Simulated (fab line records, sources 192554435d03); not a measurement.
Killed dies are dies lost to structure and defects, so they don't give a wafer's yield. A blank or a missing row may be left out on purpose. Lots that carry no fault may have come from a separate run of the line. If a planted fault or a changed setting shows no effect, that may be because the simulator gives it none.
Split-lot trial ; flow n5-finfet ; 7 lots, 21 wafers read, on a route of 1938 steps

== THE SPLIT ITSELF ==
At N5_FIN_SAQP_EXPOSE_13 (exposes mask FIN CORE, target cd 35.6 nm), the setting dose-mj was moved away from the recipe's 63.25 on 5 of the 21 wafers read, by -7.4% to +4.2%. For the rest of the wafers, this setting stayed at what the recipe calls for.

== FROM THE SPLIT TO THE READING: what the file shows between them, 2 steps ==
- N5_FIN_SAQP_PEB_14: peb time 60 s
- N5_FIN_SAQP_DEVELOP_15: develop time 30 s

== THE READING ==
cd-nm at N5_FIN_SAQP_CD_MEAS_16, given in nm (cd target 35.6 nm). Fault-free wafers of this fab line usually give 35.5 nm, standard deviation 0.34 nm.

wafer;tool, chamber at the split;dose-mj as run;against the recipe;cd-nm, nm;against lot-mates on the recipe
L075.1;arfi-scanner-03, 0;58.57;-7.4%;37.7;+2.7
L075.3;arfi-scanner-03, 0;63.25;recipe;34.9;-
L075.4;arfi-scanner-03, 0;63.25;recipe;35.2;-
L079.1;arfi-scanner-03, 0;63.25;recipe;35.5;-
L079.3;arfi-scanner-03, 0;65.92;+4.2%;34.2;-1.3
L079.5;arfi-scanner-03, 0;65.92;+4.2%;34.8;-0.7
L081.2;arfi-scanner-03, 0;59.11;-6.5%;37.2;+1.8
L081.4;arfi-scanner-03, 0;63.25;recipe;35.4;-
L081.6;arfi-scanner-03, 0;63.25;recipe;35.4;-
L083.1;arfi-scanner-03, 0;63.25;recipe;35.7;-
L083.4;arfi-scanner-03, 0;63.25;recipe;35.4;-
L083.5;arfi-scanner-03, 0;63.25;recipe;35.4;-
L085.1;arfi-scanner-01, 0;63.25;recipe;35.9;-
L085.2;arfi-scanner-01, 0;63.25;recipe;35.0;-
L085.6;arfi-scanner-01, 0;63.25;recipe;35.5;-
L087.1;arfi-scanner-03, 0;63.25;recipe;35.1;-
L087.2;arfi-scanner-03, 0;63.25;recipe;35.7;-
L087.3;arfi-scanner-03, 0;63.25;recipe;34.5;-
L097.1;arfi-scanner-03, 0;65.65;+3.8%;34.3;-1.1
L097.3;arfi-scanner-03, 0;63.25;recipe;35.8;-
L097.5;arfi-scanner-03, 0;63.25;recipe;35.0;-

FIT RESULTS
A straight line over all 21 wafers: cd-nm changes by -0.275 nm for each +1% of dose-mj; r = -0.90; the points scatter about the line by 0.36 nm.
The same after taking each lot's own level away (the mean of its wafers on the recipe; 21 wafers): -0.298 nm for each +1%; r = -0.93; scatter 0.33 nm.
The reading moves by 2.2 nm for the largest change in dose-mj, on that fit.
From 35.05 to 35.50 nm: that is the span of the lots' own levels, equal to 1.3 times the standard deviation above.
The two slopes are in agreement: the lot-to-lot level therefore moves the slope only a little.
Check: for one of the wafers moved furthest among these (-7.4%), held out of the fit, the line's prediction against its lot-mates is +1.96 nm. Against them it came out at +2.65 nm.

== FURTHER SPLITS ON THESE WAFERS ==
These wafers also went through other splits before the reading. Each is held against what the fit with the lots' levels taken away leaves over:
other split on the same wafers;wafers away from the commonest value;r with cd-nm (lot level and that fit taken away)
N5_FIN_SAQP_HM_DEP_03 time-s;5;-0.05

== FILE'S OWN FIT ==
cd-nm changes by -0.303 nm for each +1% of dose-mj, r = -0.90.
